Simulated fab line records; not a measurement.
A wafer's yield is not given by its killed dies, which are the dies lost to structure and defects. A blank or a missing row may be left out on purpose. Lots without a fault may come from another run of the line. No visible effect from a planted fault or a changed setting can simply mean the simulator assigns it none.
fab line records	flow n5_finfet
record lots=24	wafers=72	last_day=18
route steps=1938 shown FIN_CUT@172 STI_FIN_REVEAL@207 SD_EPI_N@272 SD_EPI_P@308
lots that met no fault: taken from a fault-free run of the same line
start_h: the number of hours between the record's first day and the start of the first shown wafer of the lot	wait_h: hours elapsed since this lot's preceding step	" unchanged from the row above	L1.1+2: a single row standing in for several wafers	- value missing, or start not given	* or withheld: withheld	< > ~ a bound
route shown NAME@n: names a module that has steps shown in the file, with the first one's number in the route	usual: mean/standard deviation taken from wafers without a fault	same: alike in all rows	chamber/n: place in a boat	sites: the reading at each site	_std_site: the standard deviation of these	_edge_site: inner sites' mean taken away from outer sites' mean	radius_mm: for every site, how far away it sits from the centre of the wafer	mask NAME#n: copy n	behind: the most recent tool/chamber to have shaped the wafer	hold: cause of the lot's hold/its duration in hours/its outcome	device: transistor that didn't switch, given as n, p or np	end of line: tests of these same wafers at the route's end	a step without rows: its recipe alone	killed: not the wafer's yield, but the dies lost to structure and defects at the first sort	map: per-die view of a wafer (x killed, . not killed, _ where there is no die)
set.NAME: setting as actually run; set.NAME@STEP: the setting as run at that earlier step	model.NAME: the simulator's own value behind a step, which no gauge read
a sample of lots followed through the steps of the route, with each step as a table and each wafer as a row
services: from which hour (start_h, from the record's first day; less than 0 if before it) a tool's chamber was out of use, for how many hours, and why
## steps
# step N5_FIN_CUT_STRIP_24
# recipe chemistry=CF4	resist=SiARC	power_w=300	bias_power_w=75	pressure_mtorr=50	cf4_flow_sccm=150	rf_frequency_hz=6e+07
# usual drypump_motor_current_A=5.7/0.35	oes_product_au=0.76/0.06	rf_vpp_V=271.2/1.6	showerhead_plenum_p_Torr=1.80/0.067	throttle_valve_pct=13.66/0.19
lot.wafer	tool	chamber	start_h	wait_h	drypump_motor_current_A	oes_product_au	rf_hours_counter_h	rf_vpp_V	showerhead_plenum_p_Torr	throttle_valve_pct
L074.1	rie_diel-06	3	26.35	0.0	5.3	0.71	222	270.6	1.72	13.64
L074.2	"	0	"	"	5.8	0.85	63	273.4	1.89	13.50
L074.3	"	2	"	"	5.9	0.75	121	269.8	1.73	13.83
L075.1	rie_diel-05	2	32.46	0.0	6.0	0.74	159	270.9	1.86	13.41
L075.5	"	2	"	"	6.0	0.74	-	271.9	1.86	13.40
L075.6	"	1	"	"	5.2	0.70	-	272.0	1.77	13.93
L076.1	rie_diel-05	1	38.73	0.0	5.2	0.70	239	270.2	1.77	13.93
L076.3	"	3	"	"	5.6	0.69	228	271.6	1.77	13.77
L076.4	"	0	"	"	6.1	0.74	124	272.2	1.81	13.55
L077.1	rie_diel-02	0	44.75	0.0	5.4	0.72	196	272.6	1.85	13.61
L077.5	"	2	"	"	5.5	0.82	-	270.9	1.74	13.35
L077.6	"	3	"	"	5.6	0.78	-	272.6	1.81	13.65
L078.3	rie_diel-06	2	51.95	0.0	5.8	0.75	127	270.3	1.73	13.84
L078.4	"	3	"	"	5.3	0.69	228	269.4	1.71	13.64
L078.6	"	1	"	"	5.9	0.79	-	267.9	1.69	13.89
L079.2	rie_diel-06	2	57.34	0.0	5.9	0.75	128	271.7	1.73	13.83
L079.3	"	0	"	"	5.7	0.84	70	272.6	1.89	13.51
L079.4	"	3	"	"	5.3	0.70	229	270.0	1.71	13.66
L080.1	rie_diel-05	1	64.58	0.0	5.2	0.69	246	270.3	1.77	13.97
L080.3	"	2	"	"	6.0	0.74	169	273.5	1.86	13.43
L080.5	"	2	"	"	6.0	0.73	-	272.5	1.86	13.43
L081.1	rie_diel-05	1	69.69	0.0	5.2	0.69	248	270.6	1.77	13.97
L081.4	"	2	"	"	6.0	0.73	-	272.3	1.86	13.44
L081.6	"	1	"	"	5.2	0.69	-	271.9	1.77	13.95
L082.1	rie_diel-02	2	74.66	0.0	5.5	0.80	79	270.9	1.74	13.38
L082.4	"	1	"	"	6.4	0.81	67	273.7	1.90	13.79
L082.5	"	0	"	"	5.4	0.72	-	271.9	1.85	13.61
L083.2	rie_diel-06	1	82.54	0.0	5.9	0.77	107	267.9	1.68	13.92
L083.5	"	1	"	"	5.9	0.78	-	268.5	1.68	13.92
L083.6	"	0	"	"	5.7	0.84	-	272.1	1.89	13.52
L084.1	rie_diel-02	1	87.79	0.0	6.3	0.81	71	272.6	1.89	13.82
L084.4	"	0	"	"	5.4	0.72	209	271.9	1.85	13.63
L084.5	"	1	"	"	6.3	0.81	-	272.6	1.89	13.81
L085.1	rie_diel-02	2	95.47	0.0	5.5	0.80	84	269.4	1.74	13.38
L085.4	"	0	"	"	5.4	0.72	211	271.9	1.84	13.62
L085.6	"	2	"	"	5.5	0.80	-	270.0	1.74	13.39
L086.1	rie_diel-02	3	101.35	0.0	5.5	0.76	135	271.5	1.80	13.69
L086.4	"	0	"	"	5.4	0.71	213	271.3	1.84	13.64
L086.5	"	2	"	"	5.5	0.80	-	269.9	1.74	13.41
L087.3	rie_diel-06	2	105.15	0.0	5.9	0.74	141	269.8	1.73	13.85
L087.4	"	1	"	"	5.9	0.77	112	269.4	1.68	13.94
L087.6	"	1	"	"	5.9	0.77	-	268.6	1.68	13.93
L088.1	rie_diel-02	2	112.73	0.0	5.5	0.79	90	269.6	1.73	13.40
L088.2	"	3	"	"	5.5	0.76	138	272.4	1.80	13.70
L088.6	"	1	"	"	6.4	0.80	-	273.6	1.89	13.84
L089.1	rie_diel-06	0	117.82	0.0	5.7	0.82	88	273.5	1.88	13.56
L089.2	"	2	"	"	5.9	0.74	145	268.4	1.73	13.87
L089.4	"	3	"	"	5.3	0.69	245	269.8	1.71	13.70
L090.1	rie_diel-05	0	123.86	0.0	6.1	0.72	148	270.7	1.80	13.60
L090.2	"	1	"	"	5.2	0.90	10	270.1	1.76	13.43
L090.3	"	2	"	"	6.0	0.72	190	273.8	1.85	13.47
L091.1	rie_diel-02	3	130.29	0.0	5.5	0.76	143	270.9	1.80	13.70
L091.4	"	2	"	"	5.5	0.79	94	270.0	1.73	13.41
L091.6	"	2	"	"	5.5	0.79	-	271.8	1.73	13.42
L092.1	rie_diel-06	0	134.53	0.0	5.7	0.82	92	272.8	1.88	13.57
L092.2	"	1	"	"	5.9	0.76	121	266.9	1.68	13.96
L092.3	"	2	"	"	5.9	0.74	149	270.3	1.73	13.87
L093.3	rie_diel-05	3	140.29	0.0	5.6	0.96	3	272.0	1.77	13.26
L093.4	"	0	"	"	6.2	0.73	151	271.6	1.80	13.59
L093.6	"	2	"	"	6.0	0.71	-	273.7	1.85	13.48
L094.1	rie_diel-05	2	146.62	0.0	6.0	0.72	196	271.1	1.85	13.47
L094.4	"	1	"	"	5.2	0.90	15	270.8	1.76	13.42
L094.6	"	2	"	"	6.1	0.71	-	271.4	1.85	13.48
L095.2	rie_diel-02	3	153.49	0.0	5.5	0.76	150	270.7	1.80	13.71
L095.3	"	2	"	"	5.5	0.78	101	269.4	1.73	13.45
L095.6	"	0	"	"	5.4	0.70	-	271.6	1.84	13.66
L096.1	rie_diel-02	1	159.53	0.0	6.3	0.78	94	273.0	1.89	13.87
L096.2	"	2	"	"	5.5	0.78	103	269.6	1.73	13.43
L096.5	"	2	"	"	5.5	0.78	-	270.2	1.73	13.43
L097.1	rie_diel-02	2	166.14	0.0	5.5	0.78	105	270.6	1.73	13.46
L097.4	"	1	"	"	6.3	0.78	96	274.5	1.89	13.89
L097.6	"	1	"	"	6.3	0.79	-	272.2	1.89	13.86
# step N5_FIN_CUT_PRECLEAN_35
# recipe time_s=13.3	temp_c=45	pressure_torr=125	p_hf_torr=3	p_coreactant_torr=25	chemistry=vHF
# usual drypump_motor_current_A=5.39/0.26
lot.wafer	tool	chamber	start_h	wait_h	drypump_motor_current_A
L074.1	vapor_etch-02	1	26.48	0.0	5.05
L074.2	"	0	"	"	5.79
L074.3	"	0	"	"	5.81
L075.1	vapor_etch-02	1	32.59	0.0	5.05
L075.5	"	1	"	"	5.04
L075.6	"	0	"	"	5.81
L076.1	vapor_etch-02	1	38.86	0.0	5.04
L076.3	"	0	"	"	5.83
L076.4	"	1	"	"	5.05
L077.1	vapor_etch-02	1	44.88	0.0	5.04
L077.5	"	0	"	"	5.81
L077.6	"	1	"	"	5.06
L078.3	vapor_etch-02	0	52.10	0.1	5.82
L078.4	"	1	"	"	5.08
L078.6	"	1	"	"	5.08
L079.2	vapor_etch-02	0	57.48	0.0	5.81
L079.3	"	1	"	"	5.06
L079.4	"	0	"	"	5.81
L080.1	vapor_etch-01	0	64.71	0.0	5.33
L080.3	"	1	"	"	5.32
L080.5	"	1	"	"	5.34
L081.1	vapor_etch-01	0	69.82	0.0	5.32
L081.4	"	1	"	"	5.35
L081.6	"	0	"	"	5.35
L082.1	vapor_etch-01	1	74.79	0.0	5.35
L082.4	"	1	"	"	5.33
L082.5	"	0	"	"	5.35
L083.2	vapor_etch-01	1	82.80	0.2	5.34
L083.5	"	1	"	"	5.36
L083.6	"	0	"	"	5.31
L084.1	vapor_etch-01	1	87.92	0.0	5.33
L084.4	"	0	"	"	5.37
L084.5	"	1	"	"	5.35
L085.1	vapor_etch-01	0	95.81	0.3	5.36
L085.4	"	0	"	"	5.38
L085.6	"	1	"	"	5.36
L086.1	vapor_etch-01	1	101.49	0.1	5.34
L086.4	"	0	"	"	5.36
L086.5	"	0	"	"	5.32
L087.3	vapor_etch-01	1	105.30	0.1	5.34
L087.4	"	0	"	"	5.35
L087.6	"	0	"	"	5.32
L088.1	vapor_etch-01	1	112.86	0.0	5.33
L088.2	"	0	"	"	5.32
L088.6	"	0	"	"	5.32
L089.1	vapor_etch-02	1	117.95	0.0	5.07
L089.2	"	0	"	"	5.84
L089.4	"	0	"	"	5.85
L090.1	vapor_etch-01	1	123.99	0.0	5.32
L090.2	"	0	"	"	5.31
L090.3	"	1	"	"	5.35
L091.1	vapor_etch-01	0	130.97	0.6	5.32
L091.4	"	1	"	"	5.30
L091.6	"	0	"	"	5.35
L092.1	vapor_etch-02	1	134.67	0.0	5.06
L092.2	"	0	"	"	5.77
L092.3	"	1	"	"	5.07
L093.3	vapor_etch-02	0	140.44	0.1	5.83
L093.4	"	1	"	"	5.06
L093.6	"	1	"	"	5.04
L094.1	vapor_etch-01	0	146.75	0.0	5.36
L094.4	"	0	"	"	5.38
L094.6	"	1	"	"	5.36
L095.2	vapor_etch-01	1	153.62	0.0	5.34
L095.3	"	0	"	"	5.32
L095.6	"	1	"	"	5.33
L096.1	vapor_etch-02	1	159.66	0.0	5.03
L096.2	"	0	"	"	5.82
L096.5	"	1	"	"	5.06
L097.1	vapor_etch-02	1	166.27	0.0	5.09
L097.4	"	1	"	"	5.07
L097.6	"	1	"	"	5.08
# step N5_STI_FIN_REVEAL_CD_MEAS_22
# recipe target_cd_nm=6.238	pitch_nm=28	polarity=line
# usual cd_nm=6.30/0.23
lot.wafer	tool	chamber	start_h	wait_h	cd_nm
L074.1	cd_sem-03	-	35.51	0.0	5.50
L074.2	"	-	"	"	6.45
L074.3	"	-	"	"	6.23
L075.1	cd_sem-03	-	41.77	0.0	6.33
L075.5	"	-	"	"	6.15
L075.6	"	-	"	"	6.48
L076.1	cd_sem-03	-	49.13	0.0	6.15
L076.3	"	-	"	"	6.53
L076.4	"	-	"	"	6.29
L077.1	cd_sem-03	-	54.18	0.0	6.33
L077.5	"	-	"	"	6.29
L077.6	"	-	"	"	6.15
L078.3	cd_sem-02	-	61.82	0.0	6.29
L078.4	"	-	"	"	6.78
L078.6	"	-	"	"	6.45
L079.2	cd_sem-01	-	66.74	0.0	6.11
L079.3	"	-	"	"	6.77
L079.4	"	-	"	"	6.46
L080.1	cd_sem-03	-	73.68	0.0	6.10
L080.3	"	-	"	"	6.49
L080.5	"	-	"	"	6.58
L081.1	cd_sem-03	-	78.98	0.0	6.53
L081.4	"	-	"	"	6.28
L081.6	"	-	"	"	6.28
L082.1	cd_sem-02	-	83.88	0.0	5.95
L082.4	"	-	"	"	5.88
L082.5	"	-	"	"	6.43
L083.2	cd_sem-02	-	92.40	0.0	6.46
L083.5	"	-	"	"	6.39
L083.6	"	-	"	"	6.19
L084.1	cd_sem-03	-	97.10	0.0	6.64
L084.4	"	-	"	"	6.40
L084.5	"	-	"	"	6.23
L085.1	cd_sem-02	-	106.53	0.0	6.27
L085.4	"	-	"	"	6.56
L085.6	"	-	"	"	6.24
L086.1	cd_sem-02	-	110.75	0.0	6.43
L086.4	"	-	"	"	5.74
L086.5	"	-	"	"	6.57
L087.3	cd_sem-03	-	115.82	0.0	5.96
L087.4	"	-	"	"	6.25
L087.6	"	-	"	"	6.11
L088.1	cd_sem-03	-	122.61	0.0	6.33
L088.2	"	-	"	"	6.51
L088.6	"	-	"	"	6.22
L089.1	cd_sem-01	-	127.22	0.0	5.93
L089.2	"	-	"	"	6.16
L089.4	"	-	"	"	6.23
L090.1	cd_sem-01	-	133.01	0.0	6.27
L090.2	"	-	"	"	6.22
L090.3	"	-	"	"	6.54
L091.1	cd_sem-01	-	140.09	0.0	6.37
L091.4	"	-	"	"	6.45
L091.6	"	-	"	"	6.16
L092.1	cd_sem-03	-	143.66	0.0	6.41
L092.2	"	-	"	"	6.39
L092.3	"	-	"	"	5.83
L093.3	cd_sem-03	-	150.17	0.0	6.16
L093.4	"	-	"	"	6.10
L093.6	"	-	"	"	6.33
L094.1	cd_sem-01	-	156.26	0.0	6.37
L094.4	"	-	"	"	6.11
L094.6	"	-	"	"	6.17
L095.2	cd_sem-02	-	163.78	0.0	6.25
L095.3	"	-	"	"	6.16
L095.6	"	-	"	"	6.55
L096.1	cd_sem-01	-	168.79	0.0	5.95
L096.2	"	-	"	"	6.51
L096.5	"	-	"	"	5.86
L097.1	cd_sem-02	-	175.29	0.0	6.57
L097.4	"	-	"	"	6.14
L097.6	"	-	"	"	6.57
# step N5_SD_EPI_N_INSPECT_11
# recipe mode=adi	inspect_instrument=macro
# usual raw_defect_count=2.0/1.5
lot.wafer	tool	chamber	start_h	wait_h	raw_defect_count
L074.1	defect_inspect-02	-	46.71	0.0	2
L074.2	"	-	"	"	2
L074.3	"	-	"	"	1
L075.1	defect_inspect-02	-	53.00	0.0	2
L075.5	"	-	"	"	1
L075.6	"	-	"	"	1
L076.1	defect_inspect-02	-	60.71	0.0	1
L076.3	"	-	"	"	3
L076.4	"	-	"	"	3
L077.1	defect_inspect-02	-	65.36	0.0	0
L077.5	"	-	"	"	4
L077.6	"	-	"	"	3
L078.3	defect_inspect-02	-	73.77	0.0	2
L078.4	"	-	"	"	1
L078.6	"	-	"	"	5
L079.2	defect_inspect-02	-	77.71	0.0	1
L079.3	"	-	"	"	0
L079.4	"	-	"	"	1
L080.1	defect_inspect-01	-	85.11	0.0	2
L080.3	"	-	"	"	2
L080.5	"	-	"	"	2
L081.1	defect_inspect-01	-	90.80	0.0	3
L081.4	"	-	"	"	3
L081.6	"	-	"	"	0
L082.1	defect_inspect-02	-	95.21	0.0	2
L082.4	"	-	"	"	3
L082.5	"	-	"	"	1
L083.2	defect_inspect-01	-	104.13	0.0	5
L083.5	"	-	"	"	6
L083.6	"	-	"	"	2
L084.1	defect_inspect-01	-	108.76	0.0	1
L084.4	"	-	"	"	0
L084.5	"	-	"	"	3
L085.1	defect_inspect-01	-	118.04	0.0	4
L085.4	"	-	"	"	2
L085.6	"	-	"	"	4
L086.1	defect_inspect-01	-	121.67	0.0	3
L086.4	"	-	"	"	4
L086.5	"	-	"	"	3
L087.3	defect_inspect-02	-	126.86	0.0	2
L087.4	"	-	"	"	4
L087.6	"	-	"	"	2
L088.1	defect_inspect-02	-	133.81	0.0	3
L088.2	"	-	"	"	4
L088.6	"	-	"	"	1
L089.1	defect_inspect-01	-	139.99	0.0	2
L089.2	"	-	"	"	0
L089.4	"	-	"	"	0
L090.1	defect_inspect-02	-	148.37	0.0	2
L090.2	"	-	"	"	0
L090.3	"	-	"	"	2
L091.1	defect_inspect-01	-	155.95	0.0	2
L091.4	"	-	"	"	1
L091.6	"	-	"	"	2
L092.1	defect_inspect-02	-	156.67	0.0	3
L092.2	"	-	"	"	1
L092.3	"	-	"	"	1
L093.3	defect_inspect-02	-	166.39	0.0	4
L093.4	"	-	"	"	3
L093.6	"	-	"	"	4
L094.1	defect_inspect-01	-	169.33	0.0	3
L094.4	"	-	"	"	2
L094.6	"	-	"	"	0
L095.2	defect_inspect-02	-	175.39	0.0	2
L095.3	"	-	"	"	0
L095.6	"	-	"	"	3
L096.1	defect_inspect-02	-	180.76	0.0	4
L096.2	"	-	"	"	0
L096.5	"	-	"	"	2
L097.1	defect_inspect-02	-	189.68	0.0	1
L097.4	"	-	"	"	0
L097.6	"	-	"	"	3
# step N5_SD_EPI_N_LINER_46
# recipe material=SiNx	target_thk_a=30	temp_c=400	ald_precursor_family=SiH2I2	ald_co_reactant=N2/H2-plasma	pressure_torr=2
# usual heater_power_w=862/100
lot.wafer	tool	chamber	start_h	wait_h	heater_power_w	since_wet_clean_h
L074.1	ald_sin-03	0	51.50	0.2	896	42
L074.2	"	3	"	"	856	42
L074.3	"	1	"	"	762	42
L075.1	ald_sin-02	3	57.12	0.6	989	246
L075.5	"	0	"	"	851	-
L075.6	"	1	"	"	714	-
L076.1	ald_sin-02	1	64.51	0.2	721	254
L076.3	"	0	"	"	843	254
L076.4	"	2	"	"	737	254
L077.1	ald_sin-02	2	69.10	0.2	742	258
L077.5	"	2	"	"	736	-
L077.6	"	1	"	"	726	-
L078.3	ald_sin-03	2	77.83	0.3	885	69
L078.4	"	3	"	"	833	69
L078.6	"	3	"	"	836	-
L079.2	ald_sin-02	2	81.46	0.1	756	271
L079.3	"	0	"	"	864	271
L079.4	"	3	"	"	982	271
L080.1	ald_sin-02	1	89.47	0.8	734	279
L080.3	"	3	"	"	945	279
L080.5	"	1	"	"	724	-
L081.1	ald_sin-02	1	95.76	0.7	739	285
L081.4	"	3	"	"	970	285
L081.6	"	2	"	"	769	-
L082.1	ald_sin-02	2	98.94	0.2	750	288
L082.4	"	0	"	"	858	288
L082.5	"	1	"	"	729	-
L083.2	ald_sin-03	2	107.89	0.1	890	99
L083.5	"	0	"	"	882	-
L083.6	"	1	"	"	746	-
L084.1	ald_sin-03	3	113.66	1.3	843	104
L084.4	"	1	"	"	760	104
L084.5	"	3	"	"	840	-
L085.1	ald_sin-01	3	123.03	0.4	919	24
L085.4	"	0	"	"	747	24
L085.6	"	3	"	"	904	-
L086.1	ald_sin-03	0	125.44	0.2	881	116
L086.4	"	2	"	"	909	116
L086.5	"	0	"	"	892	-
L087.3	ald_sin-03	3	131.35	0.1	847	122
L087.4	"	0	"	"	892	122
L087.6	"	3	"	"	848	-
L088.1	ald_sin-01	2	138.31	0.2	1043	39
L088.2	"	3	"	"	916	39
L088.6	"	2	"	"	1067	-
L089.1	ald_sin-01	3	144.67	0.2	921	45
L089.2	"	2	"	"	1074	45
L089.4	"	1	"	"	970	45
L090.1	ald_sin-02	3	153.92	0.2	984	343
L090.2	"	1	"	"	728	343
L090.3	"	2	"	"	736	343
L092.1	ald_sin-02	1	161.13	0.2	730	350
L092.2	"	0	"	"	857	350
L092.3	"	2	"	"	753	350
L091.1	ald_sin-01	2	161.70	0.2	1099	62
L091.4	"	2	"	"	1077	-
L091.6	"	3	"	"	925	-
L093.3	ald_sin-01	0	170.12	0.1	735	71
L093.4	"	3	"	"	906	71
L093.6	"	2	"	"	1058	-
L094.1	ald_sin-02	3	173.06	0.2	985	362
L094.4	"	2	"	"	749	362
L094.6	"	2	"	"	752	-
L095.2	ald_sin-03	3	179.37	0.3	823	170
L095.3	"	2	"	"	890	170
L095.6	"	1	"	"	770	-
L096.1	ald_sin-01	1	185.01	0.6	984	86
L096.2	"	0	"	"	739	86
L096.5	"	0	"	"	752	-
L097.1	ald_sin-03	3	193.43	0.2	836	184
L097.4	"	1	"	"	765	184
L097.6	"	0	"	"	908	-
# step N5_SD_EPI_P_ETCH_37
# recipe chemistry=N2/H2	target=SOC	overetch_a=1080	mask_material=SiARC	temp_c=40	ion_energy_ev=100	source_w=3000	bias_w=133	pressure_mtorr=20	time_s=486	n2_flow_sccm=200	h2_flow_sccm=200	ends=end_point
# usual drypump_motor_current_A=5.7/0.35	oes_product_au=0.71/0.067	rf_vpp_V=240.7/1.7	showerhead_plenum_p_Torr=2.54/0.11	throttle_valve_pct=23.84/0.3
lot.wafer	tool	chamber	start_h	wait_h	drypump_motor_current_A	oes_product_au	rf_hours_counter_h	rf_vpp_V	showerhead_plenum_p_Torr	throttle_valve_pct
L074.1	rie_diel-06	2	52.33	0.0	5.8	0.68	127	238.6	2.45	24.15
L074.2	"	1	"	"	5.9	0.71	97	237.4	2.36	24.09
L074.3	"	0	"	"	5.7	0.76	69	241.7	2.69	23.99
L075.1	rie_diel-06	0	57.83	0.0	5.8	0.76	70	242.5	2.69	24.01
L075.5	"	2	"	"	5.8	0.68	-	239.4	2.45	24.17
L075.6	"	1	"	"	6.0	0.71	-	237.5	2.36	24.09
L076.1	rie_diel-02	2	65.41	0.0	5.5	0.73	76	238.6	2.46	23.42
L076.3	"	1	"	"	6.3	0.73	64	243.2	2.69	24.16
L076.4	"	0	"	"	5.4	0.65	202	241.8	2.62	23.74
L077.1	rie_diel-02	0	69.93	0.0	5.4	0.65	203	242.3	2.62	23.76
L077.5	"	2	"	"	5.5	0.74	-	240.6	2.46	23.43
L077.6	"	3	"	"	5.5	0.70	-	241.1	2.55	23.86
L078.3	rie_diel-06	3	78.66	0.0	5.3	0.63	235	239.9	2.39	23.51
L078.4	"	1	"	"	5.9	0.70	105	236.5	2.36	24.10
L078.6	"	2	"	"	5.9	0.67	-	239.9	2.44	24.16
L079.2	rie_diel-02	2	82.29	0.0	5.5	0.73	80	239.8	2.46	23.44
L079.3	"	1	"	"	6.3	0.74	68	242.3	2.69	24.14
L079.4	"	3	"	"	5.5	0.70	128	240.5	2.55	23.86
L080.1	rie_diel-05	3	90.17	0.0	5.6	0.62	245	238.7	2.50	24.19
L080.3	"	0	"	"	6.2	0.67	136	239.3	2.54	23.83
L080.5	"	0	"	"	6.1	0.66	-	240.8	2.54	23.82
L081.1	rie_diel-05	0	96.59	0.0	6.2	0.67	138	241.0	2.54	23.85
L081.4	"	2	"	"	6.1	0.66	180	241.4	2.63	23.29
L081.6	"	0	"	"	6.2	0.67	-	240.3	2.54	23.83
L082.1	rie_diel-05	3	99.77	0.0	5.6	0.61	248	240.6	2.50	24.20
L082.4	"	2	"	"	6.0	0.65	181	240.7	2.63	23.29
L082.5	"	0	"	"	6.1	0.67	-	239.8	2.54	23.83
L083.2	rie_diel-02	0	108.72	0.0	5.4	0.64	216	241.0	2.61	23.76
L083.5	"	1	"	"	6.3	0.73	-	243.8	2.69	24.14
L083.6	"	0	"	"	5.4	0.64	-	241.5	2.61	23.76
L084.1	rie_diel-02	0	114.37	0.0	5.4	0.64	218	242.1	2.61	23.77
L084.4	"	1	"	"	6.3	0.72	80	242.7	2.69	24.16
L084.5	"	1	"	"	6.3	0.72	-	242.7	2.69	24.16
L085.1	rie_diel-06	2	123.73	0.0	5.9	0.66	146	238.8	2.44	24.20
L085.4	"	0	"	"	5.7	0.73	89	241.9	2.68	24.03
L085.6	"	0	"	"	5.7	0.74	-	243.1	2.68	24.04
L086.1	rie_diel-05	2	126.26	0.0	6.1	0.65	190	242.6	2.63	23.30
L086.4	"	2	"	"	6.0	0.65	-	242.6	2.63	23.31
L086.5	"	1	"	"	5.2	0.82	-	240.0	2.49	23.68
L087.3	rie_diel-05	0	132.36	0.0	6.2	0.66	150	241.9	2.54	23.86
L087.4	"	2	"	"	6.1	0.64	192	241.5	2.63	23.31
L087.6	"	1	"	"	5.2	0.82	-	240.4	2.49	23.67
L088.1	rie_diel-02	1	139.01	0.0	6.3	0.72	87	242.7	2.68	24.17
L088.2	"	2	"	"	5.5	0.71	97	239.4	2.46	23.46
L088.6	"	2	"	"	5.5	0.71	-	240.1	2.46	23.48
L089.1	rie_diel-05	3	145.49	0.0	5.6	0.87	4	239.7	2.50	23.95
L089.2	"	1	"	"	5.2	0.81	15	240.6	2.49	23.68
L089.4	"	0	"	"	6.1	0.65	152	239.8	2.53	23.85
L090.1	rie_diel-05	0	154.75	0.0	6.2	0.66	155	240.6	2.53	23.86
L090.2	"	1	"	"	5.2	0.81	17	241.0	2.49	23.68
L090.3	"	2	"	"	6.1	0.65	198	241.7	2.62	23.31
L092.1	rie_diel-06	0	161.89	0.0	5.7	0.73	97	242.4	2.68	24.04
L092.2	"	2	"	"	5.9	0.66	158	239.6	2.43	24.19
L092.3	"	1	"	"	6.0	0.68	130	239.3	2.35	24.14
L091.1	rie_diel-05	2	162.52	0.0	6.1	0.65	200	242.8	2.62	23.30
L091.4	"	1	"	"	5.2	0.79	20	238.9	2.48	23.70
L091.6	"	2	"	"	6.0	0.65	-	241.3	2.62	23.32
L093.3	rie_diel-02	1	170.84	0.0	6.3	0.71	98	241.1	2.68	24.20
L093.4	"	0	"	"	5.4	0.63	235	242.3	2.60	23.81
L093.6	"	3	"	"	5.5	0.68	-	239.1	2.53	23.90
L094.1	rie_diel-06	0	173.90	0.0	5.7	0.73	102	243.4	2.67	24.05
L094.4	"	0	"	"	5.8	0.73	-	242.4	2.67	24.03
L094.6	"	2	"	"	5.8	0.65	-	238.8	2.43	24.19
L095.2	rie_diel-02	3	180.20	0.0	5.5	0.68	158	239.9	2.53	23.90
L095.3	"	1	"	"	6.3	0.71	100	242.7	2.68	24.17
L095.6	"	3	"	"	5.5	0.68	-	241.8	2.53	23.92
L096.1	rie_diel-06	2	186.09	0.0	5.9	0.66	167	238.9	2.43	24.21
L096.2	"	0	"	"	5.7	0.73	106	242.9	2.67	24.06
L096.5	"	2	"	"	5.9	0.65	-	240.4	2.43	24.22
L097.1	rie_diel-06	2	194.26	0.0	5.9	0.65	170	239.1	2.43	24.21
L097.4	"	1	"	"	5.9	0.68	140	238.8	2.34	24.16
L097.6	"	3	"	"	5.3	0.87	-	242.3	2.70	23.26
## services
tool	chamber	start_h	hours	kind
rie_diel-02	2	12.84	2.6	repair
ald_sin-03	-	21.89	0.8	repair
ald_sin-03	2	24.61	2.6	repair
rie_diel-02	1	36.31	3.8	repair
ald_sin-02	-	52.92	1.2	repair
rie_diel-02	-	56.32	2.8	pm
rie_diel-05	0	56.42	14.8	repair
rie_diel-05	1	74.20	-	clean
rie_diel-05	1	74.20	-	consumable_replace:focus_ring
rie_diel-05	1	74.20	19.4	scheduled_down
rie_diel-05	1	74.20	19.4	vent_cycle
ald_sin-01	0	79.67	12.1	repair
ald_sin-01	-	85.25	14.0	pm
rie_diel-05	3	106.00	-	clean
rie_diel-05	3	106.00	-	consumable_replace:focus_ring
rie_diel-06	3	106.80	1.2	repair
vapor_etch-02	-	107.69	2.8	pm
rie_diel-06	-	110.12	0.7	repair
ald_sin-02	-	112.02	6.1	pm
vapor_etch-01	-	127.12	1.1	repair
rie_diel-06	0	151.75	8.8	repair
ald_sin-02	-	176.79	14.0	pm
rie_diel-06	1	185.66	1.9	repair
rie_diel-02	2	186.31	1.2	repair
## key
fault none
